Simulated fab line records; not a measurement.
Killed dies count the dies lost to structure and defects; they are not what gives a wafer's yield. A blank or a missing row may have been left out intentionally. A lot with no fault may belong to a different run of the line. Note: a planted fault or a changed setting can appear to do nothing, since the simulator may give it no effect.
fab line records -- flow n5Finfet
[record] lots = 4, wafers = 12, lastDay = 18
route steps=1938 shown BEOL_M12@1627 BEOL_M13@1659 PASSIVATION@1936
lots untouched by any fault: they come from a run of this same line in which no faults occurred
startH: hours from the record's first day to the start of the lot's first wafer shown -- waitH: hours from the lot's prior step to this one -- " unchanged from the row above -- L1.1+2: one row covering several wafers at once -- - value missing, or start not given -- * or withheld: withheld -- < > ~ a bound
route shown NAME@n: a module of which the file shows steps, and the number in the route of the first -- usual: mean and standard deviation over wafers with no fault -- same: alike in all rows -- chamber/n: place in a boat -- sites: the reading at each site -- _std_site: the standard deviation of these -- _edge_site: the outer-site mean with the inner-site mean subtracted -- radiusMm: how far each site lies from the wafer's centre -- mask NAME#n: copy n -- behind: the tool/chamber that last shaped the wafer -- hold: reason for holding the lot/hours on hold/outcome of the hold -- device: whichever transistor did not switch (one of n, p or np) -- end of line: the same wafers' tests at the end of the route -- a step with no rows: only its recipe -- killed: dies that structure and defects cost at the first sort, which is not the same as the wafer's yield -- map: shows each die of a wafer: x if killed, . if not, _ if none is there
set.NAME: the run value of the setting; set.NAME@STEP: its run value at that earlier step -- model.NAME: the simulator's own value behind a step, which no gauge read
certain route steps with their lots: each step a table, each wafer a row
services: when a tool's chamber went out of use (startH, in hours from the record's first day, below 0 if earlier), for how many hours, and the reason
[[steps]]
[step N5_BEOL_M12_SOFTBAKE_23]
[recipe] tempC = 130, timeS = 60
[step N5_BEOL_M12_EXPOSE_25]
[recipe] maskId = M12, na = 0.93, sourceShape = conventional, sigmaOuter = 0.4, polarization = unpolarized, doseMj = 21.8
[step N5_BEOL_M12_PEB_26]
[recipe] pebTempC = 130, pebTimeS = 90
[step N5_BEOL_M12_DEVELOP_27]
[recipe] developTimeS = 45, rinseLiquid = diw, dry = airSpin, devTempC = 21
[step N5_BEOL_M12_HARDBAKE_32]
[recipe] tempC = 130, timeS = 120
[step N5_BEOL_M12_DESCUM_33]
[recipe] chemistry = O2, timeS = 7.9, sourcePowerW = 50, biasPowerW = 20, pressureMtorr = 20, rfFrequencyHz = 2.712e+07, tempC = 40, o2FlowSccm = 225
[step N5_BEOL_M12_ETCH_67]
[recipe] chemistry = CF4, target = SiARC, targetDepthA = 1430, timeS = 238.3, ionEnergyEv = 80, pressureMtorr = 40, sourceW = 545, biasW = 36, Ar_flow_sccm = 100, cf4FlowSccm = 100, ends = cleared
[step N5_BEOL_M12_ETCH_68]
[recipe] chemistry = N2/H2, target = SOC, maskMaterial = SiARC, sourceW = 3000, biasW = 350, tempC = 40, timeS = 285, ionEnergyEv = 200, pressureMtorr = 30, n2FlowSccm = 200, h2FlowSccm = 200
[step N5_BEOL_M12_STRIP_69]
[recipe] chemistry = N2/H2, tempC = 40, n2FlowSccm = 200, h2FlowSccm = 200, rfFrequencyHz = 6e+07
[step N5_BEOL_M12_TRENCH_ETCH_34]
[recipe] chemistry = C4F8/O2/Ar, target = SiOC, targetDepthA = 3189.5, maskMaterial = SOC, pressureMtorr = 30, sourceW = 3000, biasW = 700, Ar_flow_sccm = 400, C4F8_flow_sccm = 15, O2_flow_sccm = 8, heInnerTorr = 15, heOuterTorr = 30, timeS = 125.5, ionEnergyEv = 250
[usual] drypumpMotorCurrentA = 5.7/0.46, oesProductAu = 0.77/0.057, rfVppV = 665/3.5, showerheadPlenumPTorr = 3.40/0.12, throttleValvePct = 24.25/0.15
lot.wafer,tool,chamber,startH,waitH,drypumpMotorCurrentA,oesProductAu,rfHoursCounterH,rfVppV,showerheadPlenumPTorr,throttleValvePct
L641.2,rieDiel-01,1,309.57,0.0,5.0,0.84,46,672,3.60,24.17
L641.3,rieDiel-01,2,309.57,0.0,5.7,0.74,166,664,3.41,24.21
L641.5,rieDiel-01,0,309.57,0.0,6.2,0.78,-,663,3.31,24.27
L642.1,rieDiel-01,2,322.31,0.0,5.6,0.74,170,664,3.41,24.23
L642.5,rieDiel-01,3,322.31,0.0,6.2,0.74,-,662,3.29,24.24
L642.6,rieDiel-01,0,322.31,0.0,6.2,0.77,-,663,3.31,24.27
L644.2,rieDiel-01,3,323.52,0.0,6.2,0.73,163,661,3.29,24.23
L644.3,rieDiel-01,2,323.52,0.0,5.6,0.73,170,665,3.41,24.25
L644.6,rieDiel-01,0,323.52,0.0,6.3,0.77,-,662,3.31,24.28
L652.1,rieDiel-04,0,394.93,0.0,6.1,0.79,112,663,3.33,24.33
L652.4,rieDiel-04,2,394.93,0.0,4.7,0.80,116,666,3.43,24.00
L652.6,rieDiel-04,1,394.93,0.0,5.4,0.71,-,662,3.25,24.26
[step N5_BEOL_M12_STRIP_70]
[recipe] chemistry = C4F8/O2/Ar, resist = SiARC, rfFrequencyHz = 6e+07
[step N5_BEOL_M12_STRIP_37]
[recipe] chemistry = N2/H2, powerW = 1000, tempC = 250, h2Frac = 0.65, overashFraction = 0.3, pressureMtorr = withheld, n2FlowSccm = 1750, h2FlowSccm = 3250
[step N5_BEOL_M12_ETCH_38]
[recipe] chemistry = CF4/N2, target = SiCN, targetDepthA = 687, taperDeg = 2, timeS = 73.4, ionEnergyEv = 150, maskMaterial = SiO2, pressureMtorr = 40, sourceW = 430, biasW = 70, Ar_flow_sccm = 100, cf4FlowSccm = 60, n2FlowSccm = 60
[step N5_BEOL_M12_PRECLEAN_39]
[recipe] chemistry = residueRemover, timeS = 60, tempC = 40
[step N5_BEOL_M12_SRD_40]
[recipe] timeS = 30, tempC = 23, rinseLiquid = diw, dry = n2Spin, spinRpm = 1500, dryTimeS = 30
[step N5_BEOL_M12_DEGAS_41]
[recipe] ambient = vacuum, tempC = 250, timeS = 60
[step N5_BEOL_M12_PRE_CLEAN_42]
[recipe] gas = H2/He, timeS = 30, tempC = 250
[step N5_BEOL_M12_SPUTTER_43]
[recipe] material = TaN, targetThkA = 150, tempC = 50, biasV = 168.6, powerW = 15000, chamberPressurePa = 0.12, timeS = 24.19
[step N5_BEOL_M12_SPUTTER_44]
[recipe] material = Ta, targetThkA = 100, tempC = 50, biasV = 80, powerW = 15000, chamberPressurePa = 0.07, timeS = 16.13
[step N5_BEOL_M12_SPUTTER_45]
[recipe] material = Cu, targetThkA = 800, tempC = -20, biasV = 60, powerW = 26000, chamberPressurePa = 0.13, timeS = 13.33
[step N5_BEOL_M12_ECD_47]
[recipe] material = Cu, targetThkA = 7200
[step N5_BEOL_M12_ANNEAL_48]
[recipe] tempC = 225, timeS = 90, ambient = N2
[step N5_BEOL_M12_CMP_49]
[recipe] stopOn = SiOC, tOverpolishS = 20.6, downForcePsi = 1, platenRpm = 50, clearingPlatenDownForcePsi = 1.5, clearingPlatenRpm = 50, postCmpClean = cuAlkaline, targetThkNm = 320, clearingPlatenPadVelocityMS = 0.99484, padVelocityMS = 0.99484
[step N5_BEOL_M12_PRE_CLEAN_52]
[recipe] gas = NH3, timeS = 15, tempC = withheld, rfPowerW = 300
[step N5_BEOL_M12_DEP_53]
[recipe] material = SiCN, targetThkA = 300, tempC = withheld, precursor = 3MS/NH3, pressureTorr = 3, rfW = 675, timeS = 10.5
[step N5_BEOL_M13_ILD_DEP_00]
[recipe] material = SiOC, targetThkA = 8379.2, tempC = 350, precursor = DEMS/O2, pressureTorr = 5, rfW = 500, timeS = 166.4
[step N5_BEOL_M13_COAT_58]
[recipe] resist = BARC, tempC = 205, timeS = 60, spinRpm = 1500, resistThkNm = 89
[step N5_BEOL_M13_COAT_04]
[recipe] spinRpm = 1625, resistThkNm = 400
[step N5_BEOL_M13_EBR_06]
[recipe] solvent = PGMEA, ebrWidthMm = 1.5
[step N5_BEOL_M13_SOFTBAKE_05]
[recipe] tempC = 130, timeS = 60
[step N5_BEOL_M13_EXPOSE_07]
[recipe] maskId = V12, na = 0.93, sourceShape = conventional, sigmaOuter = 0.6, polarization = unpolarized, attpsmPhaseDeg = 180, doseMj = 24.8
[step N5_BEOL_M13_PEB_08]
[recipe] pebTempC = 130, pebTimeS = 90
[step N5_BEOL_M13_DEVELOP_09]
[recipe] developTimeS = 45, rinseLiquid = diw, dry = airSpin, devTempC = 21
[step N5_BEOL_M13_HARDBAKE_14]
[recipe] tempC = 130, timeS = 120
[step N5_PASSIVATION_PROBE_49]
[usual] defectLimitedYield = 91.5/1.5, killed_at_M0_to_M3 = 33/10, killed_at_M4_up = 15/6.4, killedAtContacts = 12/5.4, killedAtFrontEnd = 38/9.8, killedAtOther = 4/3.1, killedDies = 101/18, killedOnRim = 13/3.9, killedOpen = 67/14, killedShort = 33/7.9, sort_bin_5_function = 5.0/1, sort_bin_6_memory = 3.2/0.67, sortNPass = 1079/18, sortYieldPct = 91.5/1.5
[same] grossDies = 1180, killedAtBackSide = 0, sort_bin_4_leakage[%] = 0, sort_bin_8_speed[%] = 0
lot.wafer,tool,chamber,startH,waitH,defectLimitedYield[%],killed_at_M0_to_M3,killed_at_M4_up,killedAtContacts,killedAtFrontEnd,killedAtOther,killedDies,killedOnRim,killedOpen,killedShort,sort_bin_5_function[%],sort_bin_6_memory[%],sortNPass,sortYieldPct[%]
L641.2,prober-01,-,350.61,0.1,92.2,11,23,15,42,1,92,12,58,34,4.4,3.2,1088,92.2
L641.3,prober-01,-,350.66,0.1,91.9,29,19,5,34,8,95,9,59,35,4.7,3.1,1085,91.9
L641.5,prober-01,-,350.76,0.2,93.2,24,17,5,30,4,80,6,50,30,4.0,2.5,1100,93.2
L642.1,prober-02,-,376.83,0.0,85.7,35,75,9,45,5,169,32,72,33,7.9,4.2,1011,85.7
L642.5,prober-02,-,377.03,0.2,81.8,18,159,11,27,0,215,8,41,21,10.9,3.7,965,81.8
L642.6,prober-02,-,377.08,0.3,78.4,27,163,13,50,2,255,15,58,44,13.6,5.0,925,78.4
L644.2,prober-01,-,388.37,0.1,81.4,31,155,7,24,3,220,13,47,24,11.1,3.7,960,81.4
L644.3,prober-01,-,388.42,0.1,88.9,24,72,4,27,4,131,24,49,15,6.5,2.4,1049,88.9
L644.6,prober-01,-,388.57,0.3,81.6,30,155,12,19,1,217,9,51,26,12.1,2.9,963,81.6
L652.1,prober-01,-,435.37,0.0,93.0,21,16,10,34,2,83,10,51,31,4.2,2.7,1097,93.0
L652.4,prober-01,-,435.52,0.2,94.2,22,14,6,25,1,68,11,43,25,3.4,2.2,1112,94.2
L652.6,prober-01,-,435.62,0.3,92.1,40,11,5,32,5,93,15,54,36,5.1,2.6,1087,92.1
// killed by level:class
L641.2 FIN_SAQP:geometricParticle:open=13 FIN_SAQP:geometricParticle:short=11 MOL_CONTACT_COAG:geometricParticle:open=11 BEOL_M4:geometricParticle:open=11 GATE_CUT:geometricParticle:short=5 STI_FIN_REVEAL:geometricParticle:open=4 MOL_CONTACT_COAG:geometricParticle:short=4 BEOL_M5:geometricParticle:short=4
L641.3 FIN_SAQP:geometricParticle:short=11 BEOL_M2:geometricParticle:open=9 FIN_SAQP:geometricParticle:open=8 BEOL_M1:geometricParticle:open=6 BEOL_M3:geometricParticle:open=6 BEOL_M5:geometricParticle:open=6 MOL_CONTACT_COAG:geometricParticle:open=4 BEOL_M4:geometricParticle:open=4
L641.5 BEOL_M0_SAQP:geometricParticle:short=7 BEOL_M4:geometricParticle:open=7 FIN_SAQP:geometricParticle:short=6 FIN_SAQP:geometricParticle:open=5 BEOL_M0_SAQP:geometricParticle:open=5 STARTING-WAFER:geometricParticle:open=5 STI_FIN_REVEAL:geometricParticle:open=4 BEOL_M1:geometricParticle:open=4
L642.1 BEOL_M12:unspecified=62 STI_FIN_REVEAL:geometricParticle:open=15 BEOL_M0_SAQP:geometricParticle:short=12 FIN_SAQP:geometricParticle:open=10 MOL_CONTACT_COAG:geometricParticle:open=8 BEOL_M0_SAQP:geometricParticle:open=7 BEOL_M2:geometricParticle:open=6 STARTING-WAFER:geometricParticle:short=5
L642.5 BEOL_M12:unspecified=151 FIN_SAQP:geometricParticle:open=8 MOL_CONTACT_COAG:geometricParticle:open=6 BEOL_M0_SAQP:geometricParticle:short=6 BEOL_M0_SAQP:geometricParticle:open=6 STI_FIN_REVEAL:geometricParticle:open=5 MOL_CONTACT_COAG:geometricParticle:short=5 BEOL_M2:geometricParticle:open=4
L642.6 BEOL_M12:unspecified=151 FIN_SAQP:geometricParticle:open=15 MOL_CONTACT_COAG:geometricParticle:open=11 BEOL_M0_SAQP:geometricParticle:short=10 FIN_SAQP:geometricParticle:short=9 BEOL_M0_SAQP:geometricParticle:open=8 GATE_CUT:geometricParticle:short=4 ILD0:geometricParticle:open=3
L644.2 BEOL_M12:unspecified=147 BEOL_M3:geometricParticle:open=10 STI_FIN_REVEAL:geometricParticle:open=7 BEOL_M2:geometricParticle:open=7 FIN_SAQP:geometricParticle:short=5 MOL_CONTACT_COAG:geometricParticle:open=4 MOL_CONTACT_COAG:geometricParticle:short=3 BEOL_M0_SAQP:geometricParticle:short=3
L644.3 BEOL_M12:unspecified=64 BEOL_M0_SAQP:geometricParticle:open=8 FIN_SAQP:geometricParticle:short=6 BEOL_M3:geometricParticle:open=6 FIN_SAQP:geometricParticle:open=4 ILD0:geometricParticle:open=4 MOL_CONTACT_COAG:geometricParticle:open=4 BEOL_M2:geometricParticle:open=4
L644.6 BEOL_M12:unspecified=140 MOL_CONTACT_COAG:geometricParticle:open=11 BEOL_M4:geometricParticle:open=11 BEOL_M3:geometricParticle:open=7 BEOL_M0_SAQP:geometricParticle:short=6 BEOL_M0_SAQP:geometricParticle:open=5 ILD0:geometricParticle:open=4 GATE_CUT:geometricParticle:short=4
L652.1 BEOL_M4:geometricParticle:open=10 STI_FIN_REVEAL:geometricParticle:open=8 MOL_CONTACT_COAG:geometricParticle:open=8 FIN_SAQP:geometricParticle:short=5 BEOL_M0_SAQP:geometricParticle:short=4 BEOL_M0:geometricParticle:open=4 BEOL_M2:geometricParticle:open=4 FIN_SAQP:geometricParticle:open=3
L652.4 FIN_SAQP:geometricParticle:short=11 BEOL_M0_SAQP:geometricParticle:open=8 FIN_SAQP:geometricParticle:open=6 MOL_CONTACT_COAG:geometricParticle:open=6 BEOL_M4:geometricParticle:open=5 BEOL_M0_SAQP:geometricParticle:short=5 BEOL_M0:geometricParticle:open=4 BEOL_M2:geometricParticle:open=4
L652.6 BEOL_M0_SAQP:geometricParticle:open=12 FIN_SAQP:geometricParticle:short=9 BEOL_M0_SAQP:geometricParticle:short=9 STI_FIN_REVEAL:geometricParticle:open=7 BEOL_M0:geometricParticle:open=5 FIN_SAQP:geometricParticle:open=4 BEOL_M4:geometricParticle:open=4 GATE_CUT:geometricParticle:short=4
// map L642.6 (x killed, . not)
_________________............________________
______________.................._____________
___________.x..x.................x.__________
__________..............x..........x_________
________....x...x....................._______
_______............x...................______
______..x...........x.......x.....x.x..._____
_____.........................xx.........____
____.x.........................xx...x..x..___
___......x.x......................x.x......__
___.x...........................x..........__
__.x...................x........x.xx..x..x.._
__.......x....x.......x.xx.................._
_.....................x......................
_x..........x.x.x...x.x..xx.x..........x.....
_.........x....xx.....xxxxx.xxxx.x...........
_................x..xx.xxxxxxxxx.............
_...............x..xxxxxxxxxxxxxx.........x..
_.x.....x.x.x......xxxxxxxxxxxxxx.x.x........
_.........xx.....x..xxxxxxxxxxxx.........x...
_x....x............xxxxxxxxxxxxxx............
__xx............xx.xxxxxxxxxxxxxxx..x......._
__....x..x...x.x...xxxxxxxxxxxxxxx...x......_
___.................xxxxxxxxxxxx.x.......x.__
___......x........xxxxxxxxxxxxx.x..........__
____.................xxxxxxxxxx...........___
_____..x.x..x........x.xxxx.x..x.........____
______..............x....x.....x.x..x..._____
_______......................x.........______
________..xx........x.x.x.........x..._______
__________...x.........x............_________
___________...x........x.x..x..x...__________
______________....x..........x.x_____________
_________________.x.....x....________________
// map L644.2 (x killed, . not)
_________________x..x..x.....________________
______________.................._____________
___________....x..........x.x......__________
__________.........................._________
________.........x.....xx............._______
_______.........x.x....................______
______.........xxxx.x..................._____
_____.....xx.xx.xxxxxxx.........xx.......____
____....x.x...xxxxxxx.xx..................___
___.........xxxxxxxxxxxx.xx................__
___...x..x...xxxxxxxxxxxxxx...............x__
__..........xxxxxxxxxxxxx.x................._
__.........xxxxxxxxxxxxxxx......x..........x_
_........x...xxxxxxxxxxxxx.x.................
_........x..xxxxxxxxxxxxxx.............x.x...
_.........x.xxxxxxxxxxxxx....................
_.............xxxxxxxxxx.x......x............
_......x......xxxxx..x.xxx.........x.x.......
_...............xx..x..x........x............
_x............x....x......x.................x
_...x.......x......x....x.....xx...........x.
__..........x..............................._
__..x.......................x..............._
___........x.x.....................x.......__
___.x..x.x.....x.................x.........__
____..x.........x.x...........x...........___
_____...x.........................x......____
______.....................x..x........._____
_______..................x..x..........______
________.......x...................xx._______
__________.........x................_________
___________....x........x.x........__________
______________.........x........_____________
_________________.x.....x....________________
[[services]]
tool,chamber,startH,hours,kind
rieDiel-01,3,303.58,4.3,repair
rieDiel-04,1,320.36,8.2,repair
rieDiel-04,-,354.93,2.8,pm
[[key]]
[firstSign] step = N5_PASSIVATION_PROBE_49, reading = killed_at_M4_up, direction = up, sigmas = 18, usual = 15, struck = 130
[effect] step = N5_PASSIVATION_PROBE_49, reading = killedDies, direction = up, sigmas = 5.6, usual = 101, struck = 201
[moreKillsBornAt] N5_BEOL_M12_TRENCH_ETCH_34@rieDiel-01 = 715
metAt N5_BEOL_M12_TRENCH_ETCH_34
struckWafers L642.1,L642.5,L642.6,L644.2,L644.3,L644.6
onsetBetween 309.57 322.31
[fault] kind = chamberParticleSource, tool = rieDiel-01, chamber = -, onsetH = 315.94, steps = N5_BEOL_M12_TRENCH_ETCH_34, ratePerVisitCm2 = 1.5579, endH = 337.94
